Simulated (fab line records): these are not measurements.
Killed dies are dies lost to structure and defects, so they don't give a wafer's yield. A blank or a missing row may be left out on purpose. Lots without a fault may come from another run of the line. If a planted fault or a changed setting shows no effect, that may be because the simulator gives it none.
The tool behind it: which one? ; flow n5 finfet ; 25 wafers from 9 lots sampled at 5 of the route's 1938 steps

## WHAT THE GAUGES READ, wafer by wafer
N5_BEOL_M4_RC_MEAS_101. Usual: DIBL_N 35.9 mV/V, standard deviation 1.3; DIBL_P 36.3 mV/V, standard deviation 1.5; IOFF_N 0.153 nA/um, standard deviation 0.023; IOFF_P 0.208 nA/um, standard deviation 0.028; ION_N 672 uA/um, standard deviation 9.7; ION_P 462 uA/um, standard deviation 6.6; SS_N 71.5 mV/dec, standard deviation 0.53; SS_P 73.3 mV/dec, standard deviation 0.59; VT_N 250.4 mV, standard deviation 2.7; VT_P -250.5 mV, standard deviation 3.
lot;measured;on;DIBL_N (mV/V);DIBL_P (mV/V);IOFF_N (nA/um);IOFF_P (nA/um);ION_N (uA/um);ION_P (uA/um);SS_N (mV/dec);SS_P (mV/dec);VT_N (mV);VT_P (mV);flag
L776;day 8 00:50;prober-02;35.3 36.9 34.4;35.2 37.2 33.8;0.137 0.162 0.120;0.175 0.197 0.152;660 679 660;453 461 450;71.3 71.8 70.7;73.1 73.7 72.3;250.9 249.6 254.1;-254.6 -255.0 -257.9;
L778;day 9 02:06;prober-02;34.1 33.4 34.4;36.7 36.1 36.6;0.150 0.139 0.148;0.207 0.206 0.195;674 665 664;467 463 455;71.5 71.5 71.6;73.5 73.4 73.8;247.2 248.8 246.3;-250.3 -250.9 -252.2;
L782;day 10 07:00;prober-01;36.8 36.9 35.7;37.2 35.8 35.7;0.170 0.168 0.149;0.235 0.222 0.217;681 685 671;470 469 467;72.2 70.7 71.8;73.8 73.4 73.9;248.3 248.3 252.0;-249.1 -250.4 -249.9;
L787;day 11 03:49;prober-01;35.8 34.1 34.7;35.2 32.7 34.5;0.141 0.116 0.120;0.200 0.167 0.191;670 649 654;462 450 464;71.3 70.6 70.8;73.0 72.7 73.3;252.4 257.0 253.8;-250.8 -254.7 -251.3;
L788;day 11 11:40;prober-02;36.8 34.5 35.1;35.5 33.3 33.3;0.161 0.123 0.129;0.211 0.178 0.176;677 660 659;454 452 454;71.4 71.1 71.6;74.0 72.7 73.3;253.2 253.4 254.8;-251.8 -253.1 -253.2;
L790;day 12 04:38;prober-02;36.0 37.6 36.6;36.8 37.8 36.5;0.177 0.198 0.174;0.237 0.244 0.235;687 664 676;471 460 465;71.6 72.9 71.9;73.8 74.2 73.4;243.4 246.2 246.1;-248.4 -247.6 -246.4;
L795;day 13 15:25;prober-01;33.7 33.9 34.0;34.3 34.7 35.1;0.136 0.137 0.144;0.213 0.212 0.223;665 670 686;462 466 476;70.9 70.4 71.5;73.3 72.4 73.6;251.6 250.3 251.4;-247.8 -248.5 -245.7;
L797;day 14 01:19;prober-02;37.1 36.4;38.5 37.5;0.190 0.170;0.239 0.215;690 691;472 468;71.4 71.4;74.4 74.6;247.0 248.6;-248.6 -250.0;
L798;day 14 04:28;prober-02;34.8 35.1;35.7 36.5;0.130 0.138;0.177 0.189;667 674;465 461;71.1 71.4;73.4 72.4;252.7 252.6;-253.0 -253.8;

## TOOL THAT RAN EACH LOT (tool first, then ch and the chambers of the sampled wafers, then the start)
lot;N5_MOL_CONTACT_COAG_SPUTTER_130;N5_MOL_CONTACT_COAG_ALD_27;N5_MOL_CONTACT_COAG_ETCH_89;N5_MOL_CONTACT_COAG_STRIP_119
L776;pvd sputter-01, day 4 23:36;ald sin-01 ch 0,3, day 5 00:36;rie diel-06 ch 0,2,3, day 5 04:28;plasma asher-01 ch 0,1, day 5 05:16
L778;pvd sputter-03, day 5 08:49;ald sin-02 ch 0,2,3, day 5 09:49;rie diel-03 ch 1,2, day 5 13:00;plasma asher-01 ch 0,1, day 5 13:37
L782;pvd sputter-03, day 6 18:07;ald sin-01 ch 0,1,2, day 6 19:10;rie diel-03 ch 2,3, day 6 22:22;plasma asher-02 ch 0,1, day 6 23:20
L787;pvd sputter-03, day 8 03:40;ald sin-01 ch 0,2,3, day 8 05:04;rie diel-06 ch 1,2,3, day 8 08:13;plasma asher-02 ch 0,1, day 8 08:52
L788;pvd sputter-03, day 8 04:34;ald sin-02 ch 0,3, day 8 06:29;rie diel-03 ch 1,2,3, day 8 10:19;plasma asher-02 ch 0,1, day 8 11:05
L790;pvd sputter-02, day 8 15:29;ald sin-01 ch 0,1,3, day 8 17:02;rie diel-05 ch 0,2, day 8 20:17;plasma asher-02 ch 0,1, day 8 21:49
L795;pvd sputter-03, day 9 20:41;ald sin-02 ch 0,1,3, day 9 21:41;rie diel-03 ch 2,3, day 10 00:35;plasma asher-02 ch 0,1, day 10 01:30
L797;pvd sputter-01, day 10 08:46;ald sin-01 ch 1,2, day 10 09:46;rie diel-03 ch 1,2, day 10 13:08;plasma asher-02 ch 0,1, day 10 13:46
L798;pvd sputter-02, day 10 13:23;ald sin-01 ch 1,3, day 10 14:23;rie diel-03 ch 0,2, day 10 18:47;plasma asher-02 ch 0,1, day 10 19:29
- N5_MOL_CONTACT_COAG_SPUTTER_130: material Co, target thk 47.5 nm.
- N5_MOL_CONTACT_COAG_ALD_27: deposits SiOC, target thk 17 nm, pulse time 1.5 s, time 2720 s.
- N5_MOL_CONTACT_COAG_ETCH_89: etches underlayer in N2/H2, target depth 13 nm, time 10.4 s.
- N5_MOL_CONTACT_COAG_STRIP_119: strips in N2/H2, time 30 s.

## WHAT THE TOOLS THEMSELVES READ (means of the sampled wafers that have a number; where no wafer has one, the mark that the record gives instead)
N5_MOL_CONTACT_COAG_SPUTTER_130. Usual: susceptor temp C 25.00 C, standard deviation 0.1; throttle valve pct 29.8 %, standard deviation 1.3.
lot;tool;susceptor temp C (C);throttle valve pct (%);flag
L776;pvd sputter-01;24.94;28.7;
L778;pvd sputter-03;25.03;29.9;
L782;pvd sputter-03;24.95;29.8;
L787;pvd sputter-03;25.03;29.3;
L788;pvd sputter-03;24.93;30.3;
L790;pvd sputter-02;25.00;30.8;
L795;pvd sputter-03;24.98;29.3;
L797;pvd sputter-01;24.99;28.9;
L798;pvd sputter-02;25.06;30.5;

N5_MOL_CONTACT_COAG_ALD_27. Usual: heater power w 859 W, standard deviation 110; precursor pulse height rel 1.002, standard deviation 0.02; susceptor temp C 400.01 C, standard deviation 0.22.
lot;tool;heater power w (W);precursor pulse height rel;susceptor temp C (C);flag
L776;ald sin-01;800;0.996;400.17;
L778;ald sin-02;963;0.992;400.01;
L782;ald sin-01;779;0.987;400.02;
L787;ald sin-01;822;1.010;400.08;
L788;ald sin-02;1019;0.988;400.09;
L790;ald sin-01;768;1.018;400.27;
L795;ald sin-02;943;1.010;400.01;
L797;ald sin-01;788;1.012;399.77;
L798;ald sin-01;776;1.016;400.16;

N5_MOL_CONTACT_COAG_ETCH_89. Usual: drypump motor current A 5.9 A, standard deviation 0.37; etch rf on time s 10.41 s, standard deviation 0.17; oes product au 0.68 a.u., standard deviation 0.085; rf vpp V 523 V, standard deviation 3.4; showerhead plenum p Torr 2.52 Torr, standard deviation 0.12; throttle valve pct 17.90 %, standard deviation 0.22.
lot;tool;drypump motor current A (A);etch rf on time s (s);oes product au (a.u.);rf vpp V (V);showerhead plenum p Torr (Torr);throttle valve pct (%);flag
L776;rie diel-06;6.2;10.43;0.64;523;2.50;17.91;
L778;rie diel-03;6.1;10.57;0.63;520;2.44;18.18;
L782;rie diel-03;6.2;10.51;0.66;523;2.57;18.03;
L787;rie diel-06;6.0;10.26;0.80;524;2.57;17.72;
L788;rie diel-03;6.1;10.39;0.70;524;2.54;18.07;
L790;rie diel-05;5.3;10.35;0.68;522;2.51;18.11;
L795;rie diel-03;6.2;10.48;0.63;520;2.44;18.11;
L797;rie diel-03;6.0;6.71;0.90;523;2.46;18.17;OFF
L798;rie diel-03;5.9;8.51;0.70;520;2.42;18.01;OFF

N5_MOL_CONTACT_COAG_STRIP_119. Usual: drypump motor current A 5.97 A, standard deviation 0.29; heater power w 330 W, standard deviation 39.
lot;tool;drypump motor current A (A);heater power w (W);flag
L776;plasma asher-01;5.70;308;
L778;plasma asher-01;5.69;304;
L782;plasma asher-02;6.09;333;
L787;plasma asher-02;6.23;362;
L788;plasma asher-02;6.05;331;
L790;plasma asher-02;6.23;360;
L795;plasma asher-02;6.24;357;
L797;plasma asher-02;6.17;343;
L798;plasma asher-02;6.16;342;

## THE ANSWER, worked out from the rows above alone
Rule: lot off if the mean of its wafers having a number is beyond 3 standard deviations from the usual mean. Also off: a lot with no number at a reading for which 4 or more lots have one. The other lots that the step has rows for count as sound. First the gauges in route order, then the tools' own readings, where a lot's mean is used as printed above. The first step at which some lot is off is used, and at that step the reading that is off furthest; a lot without a number counts as furthest.
Off: L797, L798 (N5_MOL_CONTACT_COAG_ETCH_89, etch rf on time s).
If a tool, at that step or one of the process steps before it, ran each lot that is off and ran no sound lot following the first of them, it fits. Undecided on this evidence; 2 tools fit (ald sin-01 at N5_MOL_CONTACT_COAG_ALD_27, rie diel-03 at N5_MOL_CONTACT_COAG_ETCH_89).

## WHAT HAD BEEN PUT IN BY THE SIMULATOR
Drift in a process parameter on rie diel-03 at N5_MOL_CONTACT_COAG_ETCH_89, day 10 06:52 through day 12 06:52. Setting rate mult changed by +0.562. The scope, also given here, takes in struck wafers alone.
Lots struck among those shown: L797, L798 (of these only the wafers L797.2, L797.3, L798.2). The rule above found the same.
